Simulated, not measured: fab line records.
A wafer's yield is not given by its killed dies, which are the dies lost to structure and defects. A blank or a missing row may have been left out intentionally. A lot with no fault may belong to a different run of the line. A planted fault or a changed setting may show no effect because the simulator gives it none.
Matching of chambers || flow nand-harc || NHARC_A_SLIT_DESCUM_14 on rie-diel-10 has 4 sister chambers
The step chemistry O2, time 3 s. 20 wafers are shown with their chamber, then 10 later ones without.

EACH WAFER AND ITS CHAMBER
{"wafer": "L077.1", "chamber": 2, "showerhead-plenum-p-Torr (Torr)": 1.87, "drypump-motor-current-A (A)": 6.7, "throttle-valve-pct (%)": 11.316}
{"wafer": "L077.5", "chamber": 3, "showerhead-plenum-p-Torr (Torr)": 1.92, "drypump-motor-current-A (A)": 6.1, "throttle-valve-pct (%)": 11.307}
{"wafer": "L077.6", "chamber": 2, "showerhead-plenum-p-Torr (Torr)": 1.87, "drypump-motor-current-A (A)": 6.8, "throttle-valve-pct (%)": 11.325}
{"wafer": "L082.1", "chamber": 2, "showerhead-plenum-p-Torr (Torr)": 1.87, "drypump-motor-current-A (A)": 6.7, "throttle-valve-pct (%)": 11.297}
{"wafer": "L082.4", "chamber": 1, "showerhead-plenum-p-Torr (Torr)": 1.87, "drypump-motor-current-A (A)": 5.9, "throttle-valve-pct (%)": 11.311}
{"wafer": "L082.5", "chamber": 1, "showerhead-plenum-p-Torr (Torr)": 1.87, "drypump-motor-current-A (A)": 5.9, "throttle-valve-pct (%)": 11.303}
{"wafer": "L083.2", "chamber": 3, "showerhead-plenum-p-Torr (Torr)": 1.92, "drypump-motor-current-A (A)": 6.1, "throttle-valve-pct (%)": 11.317}
{"wafer": "L083.3", "chamber": 1, "showerhead-plenum-p-Torr (Torr)": 1.87, "drypump-motor-current-A (A)": 5.9, "throttle-valve-pct (%)": 11.307}
{"wafer": "L083.6", "chamber": 3, "showerhead-plenum-p-Torr (Torr)": 1.92, "drypump-motor-current-A (A)": 6.1, "throttle-valve-pct (%)": 11.315}
{"wafer": "L084.1", "chamber": 0, "showerhead-plenum-p-Torr (Torr)": 2.00, "drypump-motor-current-A (A)": 6.4, "throttle-valve-pct (%)": 11.304}
{"wafer": "L084.5", "chamber": 3, "showerhead-plenum-p-Torr (Torr)": 1.92, "drypump-motor-current-A (A)": 6.1, "throttle-valve-pct (%)": 11.316}
{"wafer": "L084.6", "chamber": 2, "showerhead-plenum-p-Torr (Torr)": 1.87, "drypump-motor-current-A (A)": 6.7, "throttle-valve-pct (%)": 11.317}
{"wafer": "L086.1", "chamber": 1, "showerhead-plenum-p-Torr (Torr)": 1.87, "drypump-motor-current-A (A)": 5.9, "throttle-valve-pct (%)": 11.298}
{"wafer": "L086.3", "chamber": 0, "showerhead-plenum-p-Torr (Torr)": 2.00, "drypump-motor-current-A (A)": 6.4, "throttle-valve-pct (%)": 11.295}
{"wafer": "L086.5", "chamber": 1, "showerhead-plenum-p-Torr (Torr)": 1.87, "drypump-motor-current-A (A)": 5.8, "throttle-valve-pct (%)": 11.316}
{"wafer": "L087.1", "chamber": 3, "showerhead-plenum-p-Torr (Torr)": 1.91, "drypump-motor-current-A (A)": 6.1, "throttle-valve-pct (%)": 11.315}
{"wafer": "L087.5", "chamber": 2, "showerhead-plenum-p-Torr (Torr)": 1.87, "drypump-motor-current-A (A)": 6.7, "throttle-valve-pct (%)": 11.313}
{"wafer": "L087.6", "chamber": 3, "showerhead-plenum-p-Torr (Torr)": 1.91, "drypump-motor-current-A (A)": 6.1, "throttle-valve-pct (%)": 11.316}
{"wafer": "L088.1", "chamber": 3, "showerhead-plenum-p-Torr (Torr)": 1.91, "drypump-motor-current-A (A)": 6.1, "throttle-valve-pct (%)": 11.320}
{"wafer": "L088.3", "chamber": 0, "showerhead-plenum-p-Torr (Torr)": 2.00, "drypump-motor-current-A (A)": 6.4, "throttle-valve-pct (%)": 11.306}

SIGNATURES, as means of the wafers listed above
{"reading": "showerhead-plenum-p-Torr", "chamber 0": 2.0000, "chamber 1": 1.8700, "chamber 2": 1.8700, "chamber 3": 1.9157, "scatter within a chamber": 0.00327}
{"reading": "drypump-motor-current-A", "chamber 0": 6.400, "chamber 1": 5.880, "chamber 2": 6.720, "chamber 3": 6.100, "scatter within a chamber": 0.0316}
{"reading": "throttle-valve-pct", "chamber 0": 11.30167, "chamber 1": 11.30700, "chamber 2": 11.31360, "chamber 3": 11.31514, "scatter within a chamber": 0.00699}
Rule: for each reading, subtract the chamber's mean from the wafer's reading, divide by that reading's scatter and square the result; add these up over the readings and take the root, which gives the wafer's distance from the chamber. If the next closest chamber is less than 2 further off than the closest, the wafer can't be placed; otherwise it belongs to the closest. The scatter is the square root of a quotient: the sum, over the shown wafers, of each reading's squared deviation from its chamber's mean, divided by wafers minus chambers.

WAFERS MISSING THEIR CHAMBER
{"wafer": "L088.4", "showerhead-plenum-p-Torr (Torr)": 1.87, "drypump-motor-current-A (A)": 5.9, "throttle-valve-pct (%)": 11.311}
{"wafer": "L091.1", "showerhead-plenum-p-Torr (Torr)": 2.00, "drypump-motor-current-A (A)": 6.4, "throttle-valve-pct (%)": 11.324}
{"wafer": "L091.4", "showerhead-plenum-p-Torr (Torr)": 1.87, "drypump-motor-current-A (A)": 6.7, "throttle-valve-pct (%)": 11.314}
{"wafer": "L091.5", "showerhead-plenum-p-Torr (Torr)": 2.00, "drypump-motor-current-A (A)": 6.4, "throttle-valve-pct (%)": 11.311}
{"wafer": "L096.2", "showerhead-plenum-p-Torr (Torr)": 1.86, "drypump-motor-current-A (A)": 5.9, "throttle-valve-pct (%)": 11.325}
{"wafer": "L096.3", "showerhead-plenum-p-Torr (Torr)": 1.91, "drypump-motor-current-A (A)": 6.1, "throttle-valve-pct (%)": 11.309}
{"wafer": "L096.5", "showerhead-plenum-p-Torr (Torr)": 2.00, "drypump-motor-current-A (A)": 6.4, "throttle-valve-pct (%)": 11.310}
{"wafer": "L097.2", "showerhead-plenum-p-Torr (Torr)": 1.87, "drypump-motor-current-A (A)": 6.7, "throttle-valve-pct (%)": 11.315}
{"wafer": "L097.3", "showerhead-plenum-p-Torr (Torr)": 1.86, "drypump-motor-current-A (A)": 5.9, "throttle-valve-pct (%)": 11.297}
{"wafer": "L097.5", "showerhead-plenum-p-Torr (Torr)": 2.00, "drypump-motor-current-A (A)": 6.4, "throttle-valve-pct (%)": 11.326}

WHICH CHAMBER EACH WENT THROUGH
{"wafer": "L088.4", "from the rows above": 1, "in truth": 1}
{"wafer": "L091.1", "from the rows above": 0, "in truth": 0}
{"wafer": "L091.4", "from the rows above": 2, "in truth": 2}
{"wafer": "L091.5", "from the rows above": 0, "in truth": 0}
{"wafer": "L096.2", "from the rows above": 1, "in truth": 1}
{"wafer": "L096.3", "from the rows above": 3, "in truth": 3}
{"wafer": "L096.5", "from the rows above": 0, "in truth": 0}
{"wafer": "L097.2", "from the rows above": 2, "in truth": 2}
{"wafer": "L097.3", "from the rows above": 1, "in truth": 1}
{"wafer": "L097.5", "from the rows above": 0, "in truth": 0}
Correctly placed: 10 of 10. Number that these rows cannot place: 0. Wrongly placed: 0.
